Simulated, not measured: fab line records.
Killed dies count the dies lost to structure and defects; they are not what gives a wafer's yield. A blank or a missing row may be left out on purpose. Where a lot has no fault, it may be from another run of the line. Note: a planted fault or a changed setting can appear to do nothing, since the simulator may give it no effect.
fab line records	flow nand_harc
[record] lots = 13	wafers = 39	last_day = 33
route steps=1302 shown P_GATE@132
lots with no fault: from the same line, run without faults
start_h: hours from the record's opening day to when the first of the lot's shown wafers began	wait_h: time in hours since the lot's previous step	" unchanged from the row above	L1.1+2: several wafers, shown together as one row	- no value present, or no start provided	* or withheld: withheld	< > ~ a bound
route shown NAME@n: a module of which the file shows steps, and the number in the route of the first	usual: mean and standard deviation over wafers with no fault	same: alike in all rows	chamber/n: place in a boat	sites: the reading at each site	_std_site: standard deviation of those values	_edge_site: outer sites' mean less inner sites'	radius_mm: how far each site lies from the wafer's centre	mask NAME#n: copy n	behind: the most recent tool/chamber to have shaped the wafer	hold: reason for holding the lot/hours on hold/outcome of the hold	device: which transistor (n, p or np) failed to switch	end of line: tests of these same wafers at the route's end	step lacking rows: just its recipe	killed: dies lost to structure and defects at the first sort, not the wafer's yield	map: per-die view of a wafer (x killed, . not killed, _ where there is no die)
set.NAME: the setting that was run; set.NAME@STEP: the one run at that earlier step	model.NAME: the simulator's own value behind a step, which no gauge read
a sample of lots followed through the steps of the route, with each step as a table and each wafer as a row
services: when a tool's chamber went out of use (start_h, in hours from the record's first day, below 0 if earlier), for how many hours, and the reason
[[steps]]
[step NHARC_P_GATE_DEP_103]
[recipe] target_thk_a = 300	target_thk_nm = 30	temp_c = 400	flow_sccm = 200	rf_w = 350	material = SiON
[usual] heater_power_w = 745/64	rf_fwd_power_W = 348.4/1.2
lot.wafer	tool	chamber	start_h	wait_h	heater_power_w	rf_fwd_power_W
L873.1	pecvd-04	2	122.08	0.6	737	349.2
L873.3	"	0	"	"	836	348.0
L873.4	"	0	"	"	806	348.2
L874.2	pecvd-02	0	132.19	0.5	708	348.3
L874.6	"	1	"	"	604	348.8
L874.4	"	0	"	"	700	348.1
L875.1	pecvd-04	0	137.77	0.6	678	348.4
L875.4	"	0	"	"	699	350.3
L875.6	"	1	"	"	765	350.0
L876.2	pecvd-04	1	146.95	0.4	683	346.2
L876.1	"	0	"	"	719	350.1
L876.6	"	0	"	"	730	348.7
L877.2	pecvd-01	0	157.51	0.4	775	349.4
L877.3	"	1	"	"	700	348.9
L877.1	"	2	"	"	837	349.5
L878.1	pecvd-02	2	163.92	0.6	862	345.8
L878.3	"	1	"	"	604	348.3
L878.5	"	0	"	"	634	346.8
L879.1	pecvd-04	0	175.36	0.6	830	348.7
L879.3	"	1	"	"	781	347.7
L879.4	"	0	"	"	838	348.7
L881.1	pecvd-01	2	199.60	0.7	754	350.4
L881.3	"	0	"	"	833	348.5
L881.4	"	0	"	"	826	347.1
L889.2	pecvd-01	2	275.31	0.7	842	347.3
L889.1	"	0	"	"	720	349.1
L889.6	"	2	"	"	804	347.0
L891.1	pecvd-01	1	300.94	0.6	831	346.6
L891.4	"	1	"	"	804	348.3
L891.6	"	2	"	"	747	349.0
L892.3	pecvd-02	1	307.52	0.3	668	347.0
L892.1	"	0	"	"	658	347.8
L892.5	"	2	"	"	801	347.6
L893.2	pecvd-04	2	312.88	0.4	716	349.5
L893.1	"	1	"	"	671	346.1
L893.4	"	2	"	"	723	349.1
L894.1	pecvd-04	1	326.75	0.5	774	347.0
L894.4	"	1	"	"	786	346.5
L894.6	"	0	"	"	819	347.3
[step NHARC_P_GATE_CD_MEAS_33]
[usual] cd_nm = 120/3.6
lot.wafer	tool	chamber	start_h	wait_h	cd_nm
L873.1	cd_sem-02	-	123.58	-	118
L873.3	"	-	"	"	121
L873.4	"	-	"	"	121
L874.2	cd_sem-01	-	133.72	-	126
L874.4	"	-	"	"	126
L874.6	"	-	"	"	122
L875.1	cd_sem-02	-	139.42	-	118
L875.4	"	-	"	"	123
L875.6	"	-	"	"	120
L876.1	cd_sem-02	-	148.63	-	128
L876.2	"	-	"	"	121
L876.6	"	-	"	"	126
L877.1	cd_sem-03	-	159.10	-	124
L877.2	"	-	"	"	121
L877.3	"	-	"	"	125
L878.1	cd_sem-01	-	165.63	-	118
L878.3	"	-	"	"	121
L878.5	"	-	"	"	116
L879.1	cd_sem-03	-	176.89	-	119
L879.3	"	-	"	"	118
L879.4	"	-	"	"	121
L881.1	cd_sem-03	-	201.24	-	119
L881.3	"	-	"	"	115
L881.4	"	-	"	"	121
L889.1	cd_sem-02	-	277.00	-	124
L889.2	"	-	"	"	123
L889.6	"	-	"	"	117
L891.1	cd_sem-02	-	302.60	-	120
L891.4	"	-	"	"	120
L891.6	"	-	"	"	119
L892.1	cd_sem-01	-	309.19	-	123
L892.3	"	-	"	"	117
L892.5	"	-	"	"	116
L893.1	cd_sem-02	-	314.54	-	121
L893.2	"	-	"	"	121
L893.4	"	-	"	"	118
L894.1	cd_sem-01	-	328.40	-	118
L894.4	"	-	"	"	120
L894.6	"	-	"	"	116
[step NHARC_P_GATE_EXPOSE_43]
[recipe] na = 0.6	target_cd_nm = 720	dose_mj = 14.81	mask_id = P_NSD
lot.wafer	tool	chamber	start_h	wait_h	mask
L873.1+3+4	krf_scanner-04	0	134.44	-	P_NSD#0
L874.2+4+6	krf_scanner-02	0	144.61	-	P_NSD#0
L875.1+4+6	krf_scanner-02	0	150.16	-	P_NSD#0
L876.1+2+6	krf_scanner-01	0	159.39	-	P_NSD#0
L877.1+2+3	krf_scanner-01	0	169.78	-	P_NSD#0
L878.1+3+5	krf_scanner-01	0	176.34	-	P_NSD#0
L879.1+3+4	krf_scanner-02	0	187.68	-	P_NSD#0
L881.1+3+4	krf_scanner-01	0	212.10	-	P_NSD_R1#0
L889.1+2+6	krf_scanner-01	0	287.82	-	P_NSD#0
L891.1+4+6	krf_scanner-02	0	315.56	-	P_NSD#0
L892.1+3+5	krf_scanner-04	0	320.02	-	P_NSD#0
L893.1+2+4	krf_scanner-04	0	325.32	-	P_NSD#0
L894.1+4+6	krf_scanner-01	0	339.22	-	P_NSD#0
[step NHARC_P_GATE_CD_MEAS_46]
[recipe] target_cd_nm = 720	landing_energy_ev = 500
[usual] cd_nm = 719.8/2
lot.wafer	tool	chamber	start_h	wait_h	cd_nm
L873.1	cd_sem-01	0	134.59	-	717.9
L873.3	"	0	"	"	716.7
L873.4	"	0	"	"	719.7
L874.2	cd_sem-02	0	144.77	-	718.7
L874.4	"	0	"	"	719.5
L874.6	"	0	"	"	718.0
L875.1	cd_sem-01	0	150.32	-	719.2
L875.4	"	0	"	"	723.1
L875.6	"	0	"	"	721.5
L876.1	cd_sem-01	0	159.55	-	720.2
L876.2	"	0	"	"	718.1
L876.6	"	0	"	"	719.8
L877.1	cd_sem-03	0	169.94	-	719.0
L877.2	"	0	"	"	720.3
L877.3	"	0	"	"	719.8
L878.1	cd_sem-03	0	176.50	-	720.7
L878.3	"	0	"	"	718.2
L878.5	"	0	"	"	719.7
L879.1	cd_sem-02	0	187.84	-	721.6
L879.3	"	0	"	"	722.1
L879.4	"	0	"	"	719.4
L881.1	cd_sem-02	0	212.25	-	690.8
L881.3	"	0	"	"	692.9
L881.4	"	0	"	"	688.7
L889.1	cd_sem-02	0	287.98	-	718.5
L889.2	"	0	"	"	722.6
L889.6	"	0	"	"	722.1
L891.1	cd_sem-01	0	315.72	-	722.1
L891.4	"	0	"	"	716.7
L891.6	"	0	"	"	718.2
L892.1	cd_sem-03	0	320.18	-	721.4
L892.3	"	0	"	"	718.2
L892.5	"	0	"	"	712.8
L893.1	cd_sem-01	0	325.48	-	720.8
L893.2	"	0	"	"	720.8
L893.4	"	0	"	"	719.3
L894.1	cd_sem-02	0	339.38	-	720.6
L894.4	"	0	"	"	721.6
L894.6	"	0	"	"	719.4
[step NHARC_P_GATE_STRIP_111]
[recipe] power_w = 1500	temp_c = 110	time_s = 250	chemistry = N2/H2
[usual] drypump_motor_current_A = 5.3/0.35	heater_power_w = 95/5.7
lot.wafer	tool	chamber	start_h	wait_h	drypump_motor_current_A	heater_power_w	rf_hours_counter_h
L873.1	plasma_asher-02	1	135.13	0.2	4.7	99	10
L873.3	"	1	"	"	4.7	102	-
L873.4	"	0	"	"	5.4	88	-
L874.2	plasma_asher-01	0	145.29	0.2	5.5	95	31
L874.4	"	1	"	"	5.6	89	-
L874.6	"	0	"	"	5.5	96	-
L875.1	plasma_asher-01	0	150.89	0.2	5.5	94	33
L875.4	"	0	"	"	5.5	100	-
L875.6	"	1	"	"	5.7	85	-
L876.1	plasma_asher-01	1	160.08	0.2	5.6	90	35
L876.2	"	0	"	"	5.5	98	35
L876.6	"	1	"	"	5.6	89	-
L877.2	plasma_asher-02	1	170.47	0.2	4.7	101	18
L877.1	"	0	"	"	5.4	86	18
L877.3	"	1	"	"	4.7	98	-
L878.1	plasma_asher-01	1	177.09	0.2	5.6	94	1
L878.3	"	0	"	"	5.5	100	-
L878.5	"	1	"	"	5.6	95	-
L879.1	plasma_asher-01	1	188.42	0.2	5.6	96	3
L879.3	"	0	"	"	5.5	102	-
L879.4	"	1	"	"	5.6	94	-
L881.1	plasma_asher-02	0	212.78	0.2	5.4	88	28
L881.3	"	0	"	"	5.4	86	-
L881.4	"	1	"	"	4.7	102	-
L889.2	plasma_asher-02	1	288.52	0.2	4.7	95	6
L889.1	"	0	"	"	5.4	89	6
L889.6	"	0	"	"	5.3	87	-
L891.1	plasma_asher-01	1	316.25	0.2	5.6	92	30
L891.4	"	1	"	"	5.6	92	-
L891.6	"	1	"	"	5.6	94	-
L892.1	plasma_asher-02	1	320.71	0.2	4.7	94	11
L892.3	"	0	"	"	5.3	88	-
L892.5	"	1	"	"	4.7	95	-
L893.1	plasma_asher-02	1	326.00	0.2	4.7	97	13
L893.2	"	0	"	"	5.4	88	13
L893.4	"	0	"	"	5.3	90	-
L894.1	plasma_asher-01	0	339.98	0.2	5.5	104	35
L894.4	"	1	"	"	5.6	90	-
L894.6	"	1	"	"	5.7	92	-
[[services]]
tool	chamber	start_h	hours	kind
pecvd-04	0	101.08	-	clean
pecvd-04	1	101.08	-	clean
pecvd-01	-	130.22	13.0	pm
krf_scanner-01	-	140.00	4.0	pm
pecvd-02	-	164.91	1.5	repair
plasma_asher-01	-	165.00	9.0	pm
plasma_asher-01	0	165.00	9.0	vent_cycle
plasma_asher-01	1	165.00	9.0	vent_cycle
plasma_asher-01	0	174.00	-	clean
plasma_asher-01	1	174.00	-	clean
krf_scanner-04	-	176.27	0.5	repair
krf_scanner-04	-	182.00	4.0	pm
pecvd-01	1	189.59	2.5	repair
pecvd-04	2	220.10	2.2	repair
pecvd-04	-	221.95	0.5	repair
plasma_asher-02	-	238.83	2.7	repair
plasma_asher-02	-	249.65	9.0	pm
pecvd-02	2	263.34	5.8	repair
krf_scanner-02	-	266.00	4.0	pm
pecvd-02	-	266.60	13.0	pm
pecvd-04	-	269.20	13.0	pm
pecvd-01	-	311.22	13.0	pm
krf_scanner-01	-	312.00	4.0	pm
krf_scanner-01	-	318.36	1.4	repair
[[key]]
[first_sign] step = NHARC_P_GATE_EXPOSE_43	reading = mask	direction = changed
[effect] step = NHARC_P_GATE_CD_MEAS_46	reading = cd_nm	direction = down	sigmas = 14	usual = 719.8	struck = 690.8
met_at NHARC_P_GATE_EXPOSE_43
struck_lots L881
tester_left_out L881
not_acting_at NHARC_P_GATE_DEP_103,NHARC_P_GATE_CD_MEAS_33,NHARC_P_GATE_STRIP_111
onset_between 176.34 212.10
[fault] kind = wrong_mask	tool = any	chamber = -	onset_h = 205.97	steps = NHARC_P_GATE_EXPOSE_43	aux_copy = P_NSD_R1#0	cd_offset_nm = -28.926	scope = struck_lots_only
// tester_left_out: of these lots the tester's yield and bins aren't shown, on N5 and GAA mostly nor the transistor test; their killed dies are dies lost to structure and defects alone, not to doping, threshold or leakage, so they don't give the yield
